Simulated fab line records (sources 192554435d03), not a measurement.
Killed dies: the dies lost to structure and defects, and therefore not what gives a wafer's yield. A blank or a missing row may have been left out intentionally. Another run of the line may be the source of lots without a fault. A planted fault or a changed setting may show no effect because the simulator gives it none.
Split-lot trial | flow n5Finfet | on a route of 1938 steps: 7 lots, 21 wafers read

## THE SPLIT ITSELF
At N5_ZERO_LAYER_COAT_05 (resist thk 1000 nm), the setting spinRpm was moved away from the recipe's 1500 rpm on 6 of the 21 wafers read, by -10.2% to +8.6%. The other wafers ran this setting at the recipe's value.

The reading comes from the split's own step.

## THE READING
coat_of_ZERO_LAYER_COAT_05.thkNm (the simulator's own value, which no gauge read), in nm, at N5_ZERO_LAYER_COAT_05 (resist thk 1000 nm). The file does not state a usual value for it. Across the 15 wafers here that went through the recipe, the average is 997.0 nm and the standard deviation 2.8 nm.

wafer  | tool, chamber at the split | spinRpm as run, rpm | against the recipe | coat_of_ZERO_LAYER_COAT_05.thkNm, nm | against lot-mates on the recipe
L074.3 | lithoTrack-02, 0           | 1500                | recipe             | 992.6                                | -
L074.5 | lithoTrack-02, 0           | 1500                | recipe             | 992.7                                | -
L074.6 | lithoTrack-02, 0           | 1347                | -10.2%             | 1051                                 | +58.3
L078.1 | lithoTrack-02, 0           | 1500                | recipe             | 999.9                                | -
L078.2 | lithoTrack-02, 0           | 1500                | recipe             | 998.8                                | -
L078.4 | lithoTrack-02, 0           | 1500                | recipe             | 1000                                 | -
L082.4 | lithoTrack-02, 0           | 1606                | +7.1%              | 962.9                                | -37.1
L082.5 | lithoTrack-02, 0           | 1606                | +7.1%              | 968.2                                | -31.8
L082.6 | lithoTrack-02, 0           | 1500                | recipe             | 1000                                 | -
L084.1 | lithoTrack-04, 0           | 1629                | +8.6%              | 960                                  | -42.0
L084.4 | lithoTrack-04, 0           | 1500                | recipe             | 1002                                 | -
L084.6 | lithoTrack-04, 0           | 1629                | +8.6%              | 959.2                                | -42.8
L089.1 | lithoTrack-01, 0           | 1500                | recipe             | 995.6                                | -
L089.4 | lithoTrack-01, 0           | 1500                | recipe             | 995.1                                | -
L089.5 | lithoTrack-01, 0           | 1500                | recipe             | 994.7                                | -
L092.2 | lithoTrack-02, 0           | 1500                | recipe             | 998.9                                | -
L092.3 | lithoTrack-02, 0           | 1500                | recipe             | 998.2                                | -
L092.6 | lithoTrack-02, 0           | 1394                | -7.1%              | 1037                                 | +38.5
L097.1 | lithoTrack-01, 0           | 1500                | recipe             | 997.4                                | -
L097.3 | lithoTrack-01, 0           | 1500                | recipe             | 995.4                                | -
L097.6 | lithoTrack-01, 0           | 1500                | recipe             | 994.1                                | -

THE FIT
A straight line over all 21 wafers: coat_of_ZERO_LAYER_COAT_05.thkNm changes by -4.82 nm for each +1% of spinRpm; r = -0.99; the points scatter about the line by 3.3 nm.
The same after taking each lot's own level away (the mean of its wafers on the recipe; 21 wafers): -5.21 nm for each +1%; r = -1.00; scatter 1.8 nm.
The reading moves by 53 nm for the largest change in spinRpm, on that fit.
The lots' own levels span 992.65 to 1002.00 nm, that is 3.3 times the standard deviation above.
The two slopes agree, so the slope changes little with the lot-to-lot level.
Check: for one of the wafers moved furthest among these (-10.2%), held out of the fit, the line's prediction against its lot-mates is +51.6 nm. Against them it came out at +58.3 nm.

## THE WHOLE CHAIN: every reading that the file lists as answering this split, in the file's order
step                   | what it does       | reading                                                                           | change (the file's fit)              | r (the file's)
N5_ZERO_LAYER_COAT_05  | resist thk 1000 nm | coat_of_ZERO_LAYER_COAT_05.thkNm (the simulator's own value, which no gauge read) | -5.29 nm for each +1% of the setting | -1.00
N5_ZERO_LAYER_STRIP_24 | strips in O2       | stripTimeToEndpointS                                                              | withheld for each +1% of the setting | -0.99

## FILE'S OWN FIT
coat_of_ZERO_LAYER_COAT_05.thkNm changes by -5.29 nm for each +1% of spinRpm, r = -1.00.
